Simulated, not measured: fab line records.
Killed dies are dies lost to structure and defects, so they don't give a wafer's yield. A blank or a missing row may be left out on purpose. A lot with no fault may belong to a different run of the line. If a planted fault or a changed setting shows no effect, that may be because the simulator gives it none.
Which tool did it? | flow n5-finfet | 63 wafers from 21 lots sampled at 4 of the route's 1938 steps

WHAT THE GAUGES READ, wafer by wafer
N5_BEOL_M7_RS_MEAS_57: uses a four-point probe to measure.
lot  | measured     | on            | M7_RS (ohm/sq)
L074 | day 9 01:32  | film-metro-02 | 0.298 0.295 0.289
L075 | day 9 07:25  | film-metro-02 | 0.278 0.293 0.291
L076 | day 9 07:42  | film-metro-01 | 0.289 0.283 0.284
L077 | day 9 15:32  | film-metro-02 | 0.292 0.286 0.288
L078 | day 10 00:57 | film-metro-02 | 0.286 0.296 0.295
L080 | day 10 07:55 | film-metro-02 | 0.278 0.274 0.290
L081 | day 10 19:31 | film-metro-01 | 0.288 0.298 0.299
L082 | day 11 02:42 | film-metro-01 | 0.286 0.279 0.283
L083 | day 11 07:40 | film-metro-02 | 0.292 0.283 0.281
L085 | day 12 05:06 | film-metro-02 | 0.294 0.281 0.276
L087 | day 12 13:15 | film-metro-02 | 0.287 0.283 0.285
L086 | day 12 15:22 | film-metro-02 | 0.279 0.276 0.286
L088 | day 13 13:54 | film-metro-02 | 0.281 0.293 0.285
L090 | day 13 17:10 | film-metro-02 | 0.285 0.284 0.285
L092 | day 13 21:19 | film-metro-02 | 0.293 0.278 0.289
L091 | day 13 21:36 | film-metro-02 | 0.295 0.282 0.272
L093 | day 14 19:40 | film-metro-02 | 0.303 0.288 0.291
L094 | day 15 00:39 | film-metro-02 | 0.295 0.282 0.274
L097 | day 15 02:03 | film-metro-02 | 0.280 0.286 0.296
L095 | day 15 03:32 | film-metro-02 | 0.269 0.279 0.283
L096 | day 15 06:48 | film-metro-02 | 0.275 0.275 0.287

TOOL THAT RAN EACH LOT (tool first, then ch and the chambers of the sampled wafers, then the start)
lot  | N5_BEOL_M6_TRENCH_ETCH_37                     | N5_BEOL_M6_SURFACE_TREAT_79  | N5_BEOL_M7_SPUTTER_48
L074 | rie-diel-04 ch 0,1,3, day 8 17:50 or earlier  | pvd-sputter-03, day 8 17:50  | pvd-sputter-03, day 9 00:24
L075 | rie-diel-05 ch 0,2,3, day 8 23:20 or earlier  | pvd-sputter-03, day 8 23:20  | pvd-sputter-02, day 9 06:29
L076 | rie-diel-05 ch 0,1,2, day 9 00:19 or earlier  | pvd-sputter-03, day 9 00:19  | pvd-sputter-02, day 9 06:46
L077 | rie-diel-05 ch 0,2,3, day 9 03:44 or earlier  | pvd-sputter-02, day 9 03:44  | pvd-sputter-03, day 9 14:35
L078 | rie-diel-03 ch 1,2,3, day 9 16:36 or earlier  | pvd-sputter-02, day 9 16:36  | pvd-sputter-01, day 10 00:01
L080 | rie-diel-03 ch 0,1, day 9 21:22 or earlier    | pvd-sputter-03, day 9 21:22  | pvd-sputter-01, day 10 06:59
L081 | rie-diel-03 ch 1,2,3, day 10 07:59 or earlier | pvd-sputter-01, day 10 07:59 | pvd-sputter-02, day 10 18:27
L082 | rie-diel-04 ch 0,2, day 10 16:22 or earlier   | pvd-sputter-03, day 10 16:22 | pvd-sputter-01, day 11 01:20
L083 | rie-diel-05 ch 1,3, day 10 19:21 or earlier   | pvd-sputter-02, day 10 19:21 | pvd-sputter-01, day 11 06:28
L085 | rie-diel-05 ch 1,2,3, day 11 15:07 or earlier | pvd-sputter-01, day 11 15:07 | pvd-sputter-02, day 12 03:07
L087 | rie-diel-05 ch 1,2,3, day 12 02:38 or earlier | pvd-sputter-01, day 12 02:38 | pvd-sputter-02, day 12 12:15
L086 | rie-diel-03 ch 0,3, day 12 02:45 or earlier   | pvd-sputter-01, day 12 02:45 | pvd-sputter-01, day 12 14:23
L088 | rie-diel-05 ch 0,2, day 13 05:05 or earlier   | pvd-sputter-01, day 13 05:05 | pvd-sputter-01, day 13 12:30
L090 | rie-diel-04 ch 1,2,3, day 13 08:37 or earlier | pvd-sputter-01, day 13 08:37 | pvd-sputter-02, day 13 16:09
L092 | rie-diel-05 ch 0,1, day 13 11:29 or earlier   | pvd-sputter-02, day 13 11:29 | pvd-sputter-03, day 13 20:23
L091 | rie-diel-03 ch 0,2, day 13 12:08 or earlier   | pvd-sputter-03, day 13 12:08 | pvd-sputter-03, day 13 20:35
L093 | rie-diel-03 ch 2,3, day 14 11:44 or earlier   | pvd-sputter-03, day 14 11:44 | pvd-sputter-02, day 14 18:31
L094 | rie-diel-03 ch 0,3, day 14 14:14 or earlier   | pvd-sputter-02, day 14 14:14 | pvd-sputter-01, day 14 23:26
L097 | rie-diel-03 ch 1,2,3, day 14 18:12 or earlier | pvd-sputter-02, day 14 18:12 | pvd-sputter-03, day 15 01:07
L095 | rie-diel-03 ch 0,3, day 14 18:35 or earlier   | pvd-sputter-02, day 14 18:35 | pvd-sputter-03, day 15 02:22
L096 | rie-diel-05 ch 0,2, day 14 22:48 or earlier   | pvd-sputter-01, day 14 22:48 | pvd-sputter-02, day 15 05:49
- N5_BEOL_M6_TRENCH_ETCH_37: etches SiCOH lowk in C4F6/O2, target depth 94.435 nm, time 31.5 s.
- N5_BEOL_M6_SURFACE_TREAT_79
- N5_BEOL_M7_SPUTTER_48: material Cu, target thk 10 nm, time 1.667 s.

AS READ BY THE TOOLS THEMSELVES (means over the sampled wafers that have a number; for cases with no such wafer, the mark the record gives instead)
N5_BEOL_M6_TRENCH_ETCH_37.
lot  | tool        | drypump-motor-current-A (A) | oes_f_703_au (a.u.) | oes_o_777_au (a.u.) | oes-product-au (a.u.) | rf-fwd-power-W (W) | rf-vpp-V (V) | showerhead-plenum-p-Torr (Torr) | throttle-valve-pct (%)
L074 | rie-diel-04 | 6.2                         | 0.73                | 0.73                | 0.73                  | 339.1              | 673          | 2.87                            | 20.69
L075 | rie-diel-05 | 5.9                         | 0.70                | 0.70                | 0.68                  | 340.1              | 647          | 2.76                            | 20.81
L076 | rie-diel-05 | 5.6                         | 0.71                | 0.71                | 0.69                  | 339.8              | 650          | 2.73                            | 20.81
L077 | rie-diel-05 | 6.0                         | 0.70                | 0.70                | 0.68                  | 338.0              | 647          | 2.76                            | 20.81
L078 | rie-diel-03 | 6.0                         | 0.81                | 0.81                | 0.81                  | 340.8              | 665          | 2.84                            | 21.05
L080 | rie-diel-03 | 6.2                         | 0.81                | 0.81                | 0.79                  | 337.9              | 658          | 2.80                            | 20.77
L081 | rie-diel-03 | 6.0                         | 0.80                | 0.80                | 0.80                  | 338.7              | 665          | 2.83                            | 21.05
L082 | rie-diel-04 | 6.5                         | 0.69                | 0.69                | 0.69                  | 340.6              | 660          | 2.84                            | 21.00
L083 | rie-diel-05 | 5.8                         | 0.70                | 0.69                | 0.70                  | 340.5              | 644          | 2.88                            | 20.72
L085 | rie-diel-05 | 5.7                         | 0.78                | 0.78                | 0.78                  | 339.2              | 652          | 2.91                            | 20.73
L087 | rie-diel-05 | 5.7                         | 0.78                | 0.78                | 0.77                  | 338.6              | 652          | 2.91                            | 20.73
L086 | rie-diel-03 | 5.5                         | 0.78                | 0.78                | 0.79                  | 340.4              | 667          | 2.80                            | 21.04
L088 | rie-diel-05 | 5.9                         | 0.94                | 0.94                | 0.94                  | 340.3              | 659          | 3.01                            | 20.49
L090 | rie-diel-04 | 6.2                         | 0.89                | 0.88                | 0.88                  | 339.0              | 665          | 2.81                            | 20.64
L092 | rie-diel-05 | 5.5                         | 0.86                | 0.85                | 0.85                  | 340.8              | 652          | 2.94                            | 20.50
L091 | rie-diel-03 | 5.6                         | 0.77                | 0.78                | 0.77                  | 340.6              | 663          | 2.85                            | 21.11
L093 | rie-diel-03 | 5.7                         | 0.84                | 0.85                | 0.86                  | 340.8              | 669          | 2.82                            | 21.11
L094 | rie-diel-03 | 5.4                         | 0.72                | 0.73                | 0.73                  | 339.5              | 663          | 2.81                            | 21.06
L097 | rie-diel-03 | 6.0                         | 0.84                | 0.85                | 0.85                  | 340.1              | 663          | 2.82                            | 20.99
L095 | rie-diel-03 | 5.5                         | 0.76                | 0.76                | 0.77                  | 340.5              | 667          | 2.79                            | 21.08
L096 | rie-diel-05 | 6.0                         | 0.91                | 0.91                | 0.90                  | 339.6              | 662          | 3.00                            | 20.64

N5_BEOL_M6_SURFACE_TREAT_79.
lot  | tool           | ar-flow-sccm (sccm)
L074 | pvd-sputter-03 | 29.95
L075 | pvd-sputter-03 | 30.01
L076 | pvd-sputter-03 | 29.95
L077 | pvd-sputter-02 | 30.06
L078 | pvd-sputter-02 | 30.08
L080 | pvd-sputter-03 | 29.95
L081 | pvd-sputter-01 | 29.96
L082 | pvd-sputter-03 | 30.03
L083 | pvd-sputter-02 | 30.02
L085 | pvd-sputter-01 | 29.96
L087 | pvd-sputter-01 | 30.00
L086 | pvd-sputter-01 | 29.93
L088 | pvd-sputter-01 | 30.01
L090 | pvd-sputter-01 | 29.97
L092 | pvd-sputter-02 | 30.05
L091 | pvd-sputter-03 | 30.09
L093 | pvd-sputter-03 | 29.97
L094 | pvd-sputter-02 | 29.97
L097 | pvd-sputter-02 | 29.98
L095 | pvd-sputter-02 | 29.98
L096 | pvd-sputter-01 | 29.99

N5_BEOL_M7_SPUTTER_48.
lot  | tool           | throttle-valve-pct (%)
L074 | pvd-sputter-03 | 30.6
L075 | pvd-sputter-02 | 29.1
L076 | pvd-sputter-02 | 29.1
L077 | pvd-sputter-03 | 30.2
L078 | pvd-sputter-01 | 29.7
L080 | pvd-sputter-01 | 30.0
L081 | pvd-sputter-02 | 29.1
L082 | pvd-sputter-01 | 30.2
L083 | pvd-sputter-01 | 30.3
L085 | pvd-sputter-02 | 29.4
L087 | pvd-sputter-02 | 29.9
L086 | pvd-sputter-01 | 30.4
L088 | pvd-sputter-01 | 29.9
L090 | pvd-sputter-02 | 29.9
L092 | pvd-sputter-03 | 30.9
L091 | pvd-sputter-03 | 30.5
L093 | pvd-sputter-02 | 29.0
L094 | pvd-sputter-01 | 30.2
L097 | pvd-sputter-03 | 30.8
L095 | pvd-sputter-03 | 30.9
L096 | pvd-sputter-02 | 29.4

THE ANSWER, worked out from the rows above alone
Rule: the usual values come from the lots themselves. The widest of any qualifying gaps counts: lots, ordered by their means at a reading, are off when they make up no more than a third of the lots, leave a main group of 4 or more, and stand apart from it by 3 or more times the standard deviation of that group's means. If all means in a main group match to the digits the tables above print for the reading, that group is not used. Also off: a lot with no number at a reading for which 4 or more lots have one. All remaining lots with rows at the step are treated as sound. Order of review: gauges by route order, followed by the tools' own readings, for which a lot's mean as printed above is used. At the first step where some lot is off, the reading lying furthest off is the one used; lots without a number count as furthest.
Across all readings shown, no lot is off: no conclusion can be drawn from this.

WHAT THE SIMULATOR PUT IN
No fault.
